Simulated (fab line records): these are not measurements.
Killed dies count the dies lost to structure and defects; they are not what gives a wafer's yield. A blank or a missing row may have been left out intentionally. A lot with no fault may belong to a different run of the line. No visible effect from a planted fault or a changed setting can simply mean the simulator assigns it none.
Chamber matching || flow n5Finfet || N5_BEOL_M9_STRIP_36 on rieDiel-06: 4 sister chambers
The step strips in N2/H2. 8 wafers are shown with their chamber, then 11 later ones without.

== WAFERS PAIRED WITH THEIR CHAMBERS ==
{"wafer": "L076.6", "chamber": 0, "showerheadPlenumPTorr (Torr)": 2.53, "oesProductAu (a.u.)": 0.69}
{"wafer": "L080.6", "chamber": 2, "showerheadPlenumPTorr (Torr)": 2.44, "oesProductAu (a.u.)": 0.75}
{"wafer": "L082.5", "chamber": 3, "showerheadPlenumPTorr (Torr)": 2.49, "oesProductAu (a.u.)": 0.85}
{"wafer": "L082.6", "chamber": 0, "showerheadPlenumPTorr (Torr)": 2.52, "oesProductAu (a.u.)": 0.66}
{"wafer": "L083.2", "chamber": 1, "showerheadPlenumPTorr (Torr)": 2.67, "oesProductAu (a.u.)": 0.83}
{"wafer": "L083.4", "chamber": 1, "showerheadPlenumPTorr (Torr)": 2.67, "oesProductAu (a.u.)": 0.84}
{"wafer": "L083.6", "chamber": 2, "showerheadPlenumPTorr (Torr)": 2.44, "oesProductAu (a.u.)": 0.75}
{"wafer": "L087.2", "chamber": 3, "showerheadPlenumPTorr (Torr)": 2.48, "oesProductAu (a.u.)": 0.83}

== WAFERS WITHOUT THEIR CHAMBER ==
{"wafer": "L087.5", "showerheadPlenumPTorr (Torr)": 2.67, "oesProductAu (a.u.)": 0.84}
{"wafer": "L087.6", "showerheadPlenumPTorr (Torr)": 2.48, "oesProductAu (a.u.)": 0.84}
{"wafer": "L088.1", "showerheadPlenumPTorr (Torr)": 2.48, "oesProductAu (a.u.)": 0.83}
{"wafer": "L088.3", "showerheadPlenumPTorr (Torr)": 2.67, "oesProductAu (a.u.)": 0.82}
{"wafer": "L088.5", "showerheadPlenumPTorr (Torr)": 2.43, "oesProductAu (a.u.)": 0.74}
{"wafer": "L089.1", "showerheadPlenumPTorr (Torr)": 2.52, "oesProductAu (a.u.)": 0.94}
{"wafer": "L089.2", "showerheadPlenumPTorr (Torr)": 2.67, "oesProductAu (a.u.)": 0.82}
{"wafer": "L089.6", "showerheadPlenumPTorr (Torr)": 2.67, "oesProductAu (a.u.)": 0.80}
{"wafer": "L093.2", "showerheadPlenumPTorr (Torr)": 2.66, "oesProductAu (a.u.)": 0.83}
{"wafer": "L093.4", "showerheadPlenumPTorr (Torr)": 2.51, "oesProductAu (a.u.)": 0.94}
{"wafer": "L093.5", "showerheadPlenumPTorr (Torr)": 2.51, "oesProductAu (a.u.)": 0.93}

== CHAMBER TAKEN BY EACH ==
{"wafer": "L087.5", "from the rows above": 1, "in truth": 1}
{"wafer": "L087.6", "from the rows above": 3, "in truth": 3}
{"wafer": "L088.1", "from the rows above": 3, "in truth": 3}
{"wafer": "L088.3", "from the rows above": 1, "in truth": 1}
{"wafer": "L088.5", "from the rows above": 2, "in truth": 2}
{"wafer": "L089.1", "from the rows above": 3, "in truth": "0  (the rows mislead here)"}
{"wafer": "L089.2", "from the rows above": 1, "in truth": 1}
{"wafer": "L089.6", "from the rows above": 1, "in truth": 1}
{"wafer": "L093.2", "from the rows above": 1, "in truth": 1}
{"wafer": "L093.4", "from the rows above": 3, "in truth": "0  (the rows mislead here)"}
{"wafer": "L093.5", "from the rows above": 3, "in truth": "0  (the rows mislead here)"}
8 of 11 placed correctly. Left unplaced by these rows: 0. 3 placed wrongly.
How it was worked out, from the rows above alone: a wafer's distance from a chamber is the root of the sum, over the readings, of the square of ((its reading less the chamber's mean) divided by the reading's scatter). The wafer belongs to the nearest chamber; if the next one is less than 2 further off, it can't be placed. The mean given for a chamber averages the wafers shown for that chamber. How the scatter is found: for the shown wafers, subtract from each reading the mean of its chamber, square and add these, divide the total by (wafers less chambers), then take the root.
